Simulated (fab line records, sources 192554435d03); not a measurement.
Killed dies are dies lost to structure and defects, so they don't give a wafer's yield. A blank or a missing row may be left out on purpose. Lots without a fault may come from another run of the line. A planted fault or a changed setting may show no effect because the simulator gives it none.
fab line records | flow n5_finfet
record lots=11 wafers=29 last_day=17
route steps=1938 shown HKMG_FIN@403 BEOL_M4@1111
lots that met no fault: from a run of the same line without faults
start_h: hours from the record's first day to the start of the lot's first wafer shown | wait_h: hours since the lot's step before | " the same as in the row above | L1.1+2: a row that stands for several wafers | - no value, or no start given | * or withheld: withheld | < > ~ a bound
route shown NAME@n: a module of which the file shows steps, and the number in the route of the first | usual: mean/standard deviation of fault-free wafers | same: alike in all rows | chamber/n: place in a boat | sites: the reading at each site | _std_site: their standard deviation | _edge_site: outer sites' mean less inner sites' | radius_mm: how far each site lies from the wafer's centre | mask NAME#n: copy n | behind: the tool/chamber that last shaped the wafer | hold: why the lot was held/for how many hours/how that ended | device: the transistor (n, p or np) that didn't switch | end of line: the same wafers' tests at the end of the route | a step without rows: its recipe alone | killed: dies lost to structure and defects at the first sort, not the wafer's yield | map: a wafer's dies, x killed, . not, _ none there
set.NAME: the setting as run; set.NAME@STEP: as run at that earlier step | model.NAME: the simulator's own value behind a step, which no gauge read
steps of the route over a sample of lots; a table a step, a row a wafer
services: from which hour (start_h, from the record's first day; less than 0 if before it) a tool's chamber was out of use, for how many hours, and why
## steps
# step N5_HKMG_FIN_ETCH_55
# recipe chemistry=N2/H2 target=SOC target_depth_a=2400 temp_c=40 time_s=300 ion_energy_ev=200 mask_material=SiARC pressure_mtorr=30 source_w=840 bias_w=150 n2_flow_sccm=200 h2_flow_sccm=200
# usual drypump_motor_current_A=5.5/0.51 oes_product_au=0.77/0.1 rf_vpp_V=523.7/1.9 showerhead_plenum_p_Torr=2.53/0.074 throttle_valve_pct=17.91/0.21
# same time_s=300
# columns lot.wafer tool chamber start_h wait_h drypump_motor_current_A oes_product_au rf_hours_counter_h rf_vpp_V showerhead_plenum_p_Torr throttle_valve_pct
L663.2 rie_diel-03 1 78.23 0.1 5.9 0.69 233 523.2 2.49 18.09
L663.5 " 3 " " 5.5 0.72 - 526.8 2.66 18.29
L663.6 " 1 " " 5.9 0.68 - 524.0 2.49 18.08
L664.3 rie_diel-05 2 82.93 0.0 4.8 0.77 129 520.4 2.43 17.84
L664.4 " 0 " " 5.9 0.94 - 521.9 2.48 17.63
L665.2 rie_diel-05 0 90.43 0.0 5.9 0.93 13 523.5 2.47 17.62
L665.4 " 1 " " 5.1 0.95 1 525.4 2.60 17.59
L665.6 " 3 " " 6.1 0.71 - 523.0 2.55 18.11
L668.2 rie_diel-06 2 109.04 0.0 4.7 0.68 228 523.7 2.49 18.03
L668.3 " 3 " " 4.9 0.70 182 527.0 2.64 17.98
L668.6 " 1 " " 5.9 0.68 - 524.7 2.49 17.97
L672.1 rie_diel-06 0 137.06 0.0 5.3 0.94 17 525.7 2.61 17.59
L672.2 " 1 " " 5.9 0.67 214 523.6 2.48 18.00
L672.4 " 3 " " 4.8 0.69 192 525.3 2.63 18.02
L674.4 rie_diel-05 0 151.84 0.0 5.9 0.89 35 522.6 2.46 17.66
L674.5 " 0 " " 5.9 0.88 - 522.9 2.46 17.67
L677.2 rie_diel-06 2 163.41 0.0 4.7 0.67 248 523.4 2.49 18.07
L677.6 " 2 " " 4.7 0.67 - 522.8 2.49 18.07
L679.2 rie_diel-06 0 175.42 0.0 5.2 0.91 33 525.5 2.60 17.63
L679.5 " 3 " " 4.8 0.69 - 526.7 2.62 18.05
L679.6 " 0 " " 5.2 0.90 - 525.7 2.60 17.63
L683.2 rie_diel-05 0 199.94 0.0 5.9 0.86 50 522.5 2.46 17.69
L683.4 " 1 " " 5.1 0.84 40 525.6 2.58 17.66
L683.5 " 0 " " 5.9 0.86 - 522.5 2.46 17.68
L684.1 rie_diel-03 1 203.77 0.0 5.9 0.92 22 521.3 2.48 17.65
L684.4 " 2 " " 5.8 0.89 48 525.1 2.61 17.94
L684.6 " 2 " " 5.8 0.90 - 523.9 2.61 17.95
L685.4 rie_diel-05 0 210.26 0.0 5.9 0.85 55 521.1 2.46 17.69
L685.6 " 2 " " 4.9 0.73 - 519.6 2.41 17.94
# step N5_HKMG_FIN_ALD_79
# recipe material=TiN target_thk_a=15 temp_c=400 ald_precursor_family=TiCl4 ald_co_reactant=NH3 pulse_time_s=1 purge_time_s=3 co_reactant_purge_time_s=2 co_reactant_pulse_time_s=2 ald_cycles=68 pressure_torr=3
# usual co_reactant_pulse_time_s=2/0 heater_power_w=901/100 precursor_pulse_height_rel=0.998/0.021
# columns lot.wafer tool chamber start_h wait_h co_reactant_pulse_time_s heater_power_w precursor_pulse_height_rel
L663.2 ald_metal-01 3 79.86 0.0 2 946 0.986
L663.5 " 2 " " 2 1001 1.010
L663.6 " 3 " " 2 949 1.016
L664.3 ald_metal-04 2 84.20 0.0 2 824 1.000
L664.4 " 1 " " 2 782 0.965
L665.2 ald_metal-04 2 91.71 0.0 2 833 1.011
L665.4 " 1 " " 2 794 1.012
L665.6 " 3 " " 2 971 0.954
L668.2 ald_metal-04 2 110.32 0.0 2 808 1.036
L668.3 " 3 " " 2 988 0.986
L668.6 " 1 " " 2 771 1.028
L672.1 ald_metal-01 1 138.34 0.0 2 815 1.048
L672.2 " 0 " " 2 1050 0.998
L672.4 " 2 " " 2 1007 1.001
L674.4 ald_metal-02 1 153.12 0.0 2 685 1.026
L674.5 " 3 " " 2 858 1.012
L677.2 ald_metal-02 1 164.69 0.0 2 701 0.998
L677.6 " 0 " " 2 1035 1.019
L679.2 ald_metal-02 1 176.70 0.0 2 701 0.975
L679.5 " 2 " " 2 921 1.042
L679.6 " 3 " " 2 840 1.011
L683.2 ald_metal-02 2 201.21 0.0 2 895 1.045
L683.4 " 1 " " 2 704 0.949
L683.5 " 3 " " 2 849 1.007
L684.1 ald_metal-02 3 205.04 0.0 2 859 0.964
L684.4 " 1 " " 2 694 0.989
L684.6 " 3 " " 2 836 0.967
L685.4 ald_metal-04 1 211.71 0.2 2 785 0.979
L685.6 " 3 " " 2 989 1.007
# step N5_HKMG_FIN_PWFM_ALD_03
# recipe material=TiN target_thk_a=20 temp_c=400 ald_precursor_family=TiCl4 ald_co_reactant=NH3 pulse_time_s=1 purge_time_s=3 co_reactant_purge_time_s=2 co_reactant_pulse_time_s=2 ald_cycles=91 pressure_torr=3
# usual co_reactant_pulse_time_s=2/0 heater_power_w=906/100 precursor_pulse_height_rel=1.001/0.018
# columns lot.wafer tool chamber start_h wait_h co_reactant_pulse_time_s heater_power_w precursor_pulse_height_rel
L663.2 ald_metal-01 3 80.99 0.0 2 944 1.004
L663.5 " 1 " " 2 787 0.987
L663.6 " 2 " " 2 1000 1.046
L664.3 ald_metal-01 1 85.39 0.1 2 820 1.024
L664.4 " 2 " " 2 980 1.011
L665.2 ald_metal-04 0 93.11 0.2 2 962 0.992
L665.4 " 2 " " 2 812 1.008
L665.6 " 0 " " 2 935 0.997
L668.2 ald_metal-01 3 111.53 0.0 1.4074 933 1.014
L668.3 " 1 " " 2 814 0.982
L668.6 " 0 " " 2 1054 0.993
L672.1 ald_metal-01 0 139.44 0.0 2 1063 0.988
L672.2 " 1 " " 1.4074 818 1.001
L672.4 " 3 " " 2 937 1.006
L674.4 ald_metal-04 2 154.20 0.0 2 801 0.991
L674.5 " 1 " " 2 801 1.007
L677.2 ald_metal-02 3 165.78 0.0 2 854 0.993
L677.6 " 2 " " 2 916 0.997
L679.2 ald_metal-04 0 177.87 0.0 2 990 0.972
L679.5 " 2 " " 2 822 0.985
L679.6 " 1 " " 2 785 0.997
L683.2 ald_metal-04 0 202.36 0.0 2 958 1.018
L683.4 " 0 " " 2 958 1.017
L683.5 " 3 " " 2 998 1.027
L684.1 ald_metal-02 3 206.24 0.0 2 849 1.006
L684.4 " 0 " " 2 981 0.989
L684.6 " 2 " " 2 919 1.009
L685.4 ald_metal-01 2 212.61 0.0 2 997 1.033
L685.6 " 3 " " 2 924 0.999
# step N5_HKMG_FIN_INSPECT_14
# recipe mode=adi inspect_instrument=macro
# usual raw_defect_count=2.2/1.4
# columns lot.wafer tool chamber start_h wait_h raw_defect_count
L663.2 defect_inspect-02 - 81.88 0.0 1
L663.5 " - " " 2
L663.6 " - " " 1
L664.3 defect_inspect-01 - 86.28 0.0 2
L664.4 " - " " 0
L665.2 defect_inspect-02 - 93.87 0.0 3
L665.4 " - " " 2
L665.6 " - " " 2
L668.2 defect_inspect-02 - 112.42 0.0 4
L668.3 " - " " 1
L668.6 " - " " 2
L672.1 defect_inspect-01 - 140.20 0.0 2
L672.2 " - " " 1
L672.4 " - " " 3
L674.4 defect_inspect-01 - 154.97 0.0 0
L674.5 " - " " 2
L677.2 defect_inspect-02 - 166.67 0.0 3
L677.6 " - " " 1
L679.2 defect_inspect-02 - 178.76 0.0 3
L679.5 " - " " 2
L679.6 " - " " 0
L683.2 defect_inspect-02 - 203.25 0.0 0
L683.4 " - " " 4
L683.5 " - " " 1
L684.1 defect_inspect-02 - 207.13 0.0 3
L684.4 " - " " 1
L684.6 " - " " 0
L685.4 defect_inspect-02 - 213.51 0.0 0
L685.6 " - " " 3
# step N5_BEOL_M4_RC_MEAS_101
# usual DIBL_N=36.9/2.1 DIBL_P=37.1/2.5 IOFF_N=0.17/0.039 IOFF_P=0.23/0.043 ION_N=673/15 ION_P=462/9.1 SS_N=71.8/0.69 SS_P=73.6/0.74 VT_N=250/3.6 VT_P=-249.7/2.9
# columns lot.wafer tool chamber start_h wait_h DIBL_N[mV/V] DIBL_P[mV/V] IOFF_N[nA/um] IOFF_P[nA/um] ION_N[uA/um] ION_P[uA/um] SS_N[mV/dec] SS_P[mV/dec] VT_N[mV] VT_P[mV]
L663.2 prober-02 0 177.83 0.2 35.1 37.0 0.16 0.24 691 474 71.2 74.0 251 -247.6
L663.5 " 0 " " 36.0 36.9 0.15 0.23 666 459 71.7 73.6 253 -248.0
L663.6 " 0 " " 34.3 35.4 0.14 0.20 674 464 71.2 73.3 249 -248.0
L665.2 prober-01 0 180.79 0.2 33.5 33.0 0.12 0.17 677 465 70.8 72.1 254 -252.8
L665.4 " 0 " " 35.6 35.0 0.15 0.19 665 453 71.1 72.9 249 -252.3
L665.6 " 0 " " 35.8 35.6 0.14 0.19 667 452 70.7 73.2 251 -250.6
L664.3 prober-02 0 181.22 0.3 40.9 43.9 0.29 0.35 703 476 72.5 75.0 241 -245.6
L664.4 " 0 " " 39.4 41.2 0.23 0.29 682 461 72.1 74.2 245 -245.4
L668.2 prober-01 0 198.34 0.2 35.2 34.9 0.13 0.18 657 452 71.6 72.6 254 -254.0
L668.3 " 0 " " 38.6 38.4 0.20 0.26 673 462 71.9 73.9 250 -246.8
L668.6 " 0 " " 39.4 39.8 0.21 0.27 680 467 71.9 73.5 245 -245.6
L672.1 prober-02 0 230.13 0.0 35.7 36.2 0.15 0.23 671 473 71.8 74.2 254 -250.8
L672.2 " 0 " " 33.3 32.3 0.12 0.16 657 457 70.3 73.5 255 -254.8
L672.4 " 0 " " 36.0 36.7 0.16 0.24 659 458 71.3 74.0 250 -248.8
L674.4 prober-02 0 242.76 0.5 37.6 40.2 0.22 0.29 682 468 72.4 73.5 249 -247.1
L674.5 " 0 " " 35.9 36.7 0.16 0.21 663 455 72.2 73.3 254 -252.4
L677.2 prober-02 0 259.98 0.2 39.5 38.7 0.20 0.21 673 460 72.6 74.1 250 -253.2
L677.6 " 0 " " 37.3 38.4 0.16 0.21 678 463 71.5 73.8 250 -253.3
L679.2 prober-01 0 267.39 0.2 39.1 39.0 0.23 0.26 689 473 72.1 73.4 244 -245.7
L679.5 " 0 " " 35.9 36.4 0.16 0.21 673 457 71.3 73.0 250 -250.8
L679.6 " 0 " " 40.5 42.4 0.25 0.31 701 476 72.7 74.5 246 -247.9
L683.2 prober-01 0 299.57 0.2 35.2 35.2 0.16 0.24 658 459 71.6 73.2 249 -246.8
L683.4 " 0 " " 33.2 32.6 0.13 0.19 666 464 71.5 72.3 252 -248.8
L683.5 " 0 " " 35.0 34.3 0.17 0.21 649 453 72.1 72.9 250 -248.8
L684.1 prober-02 0 302.10 0.0 37.3 35.9 0.17 0.21 681 462 72.1 73.4 248 -250.6
L684.4 " 0 " " 33.3 32.1 0.11 0.15 664 455 70.4 72.4 254 -254.1
L684.6 " 0 " " 37.4 37.0 0.19 0.23 700 474 71.9 73.5 245 -250.7
L685.4 prober-01 0 302.64 0.5 34.0 35.0 0.15 0.20 686 473 71.6 73.2 247 -249.2
L685.6 " 0 " " 39.7 42.6 0.27 0.35 712 485 73.2 75.6 242 -245.4
## services
# columns tool chamber start_h hours kind
rie_diel-03 2 58.66 - clean
rie_diel-03 2 58.66 - consumable_replace:focus_ring
rie_diel-03 2 58.66 30.3 scheduled_down
rie_diel-03 2 58.66 30.3 vent_cycle
ald_metal-02 - 61.26 0.8 repair
rie_diel-05 1 69.95 - clean
rie_diel-05 1 69.95 - consumable_replace:focus_ring
ald_metal-02 3 77.14 10.3 repair
rie_diel-03 0 77.63 53.1 repair
ald_metal-02 - 85.26 8.7 pm
rie_diel-03 2 97.15 3.3 repair
rie_diel-06 0 100.78 9.1 repair
ald_metal-02 - 113.07 0.6 repair
rie_diel-06 - 119.48 4.4 repair
rie_diel-06 0 124.63 1.7 repair
rie_diel-03 1 130.75 - clean
rie_diel-03 1 130.75 - consumable_replace:focus_ring
ald_metal-02 - 134.71 0.4 repair
rie_diel-03 - 158.24 0.4 repair
rie_diel-06 2 168.19 - clean
rie_diel-06 2 168.19 - consumable_replace:focus_ring
rie_diel-06 2 168.19 20.0 scheduled_down
rie_diel-06 2 168.19 20.0 vent_cycle
rie_diel-03 3 168.79 4.2 repair
## key
first_sign step=N5_HKMG_FIN_PWFM_ALD_03 reading=co_reactant_pulse_time_s direction=down sigmas=99+ usual=* struck=*
effect none on later readings
met_at N5_HKMG_FIN_PWFM_ALD_03
struck_lots L668,L672
struck_wafers L668.2,L672.2
not_acting_at N5_HKMG_FIN_ETCH_55,N5_HKMG_FIN_ALD_79,N5_HKMG_FIN_INSPECT_14
onset_between 85.39 111.53
fault kind=process_parameter_drift tool=ald_metal-01 chamber=- onset_h=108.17 steps=N5_HKMG_FIN_PWFM_ALD_03 channel=co_reactant_pulse_time_s offset=* shape=step end_h=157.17 scope=struck_wafers_only acts_in=* stated=*
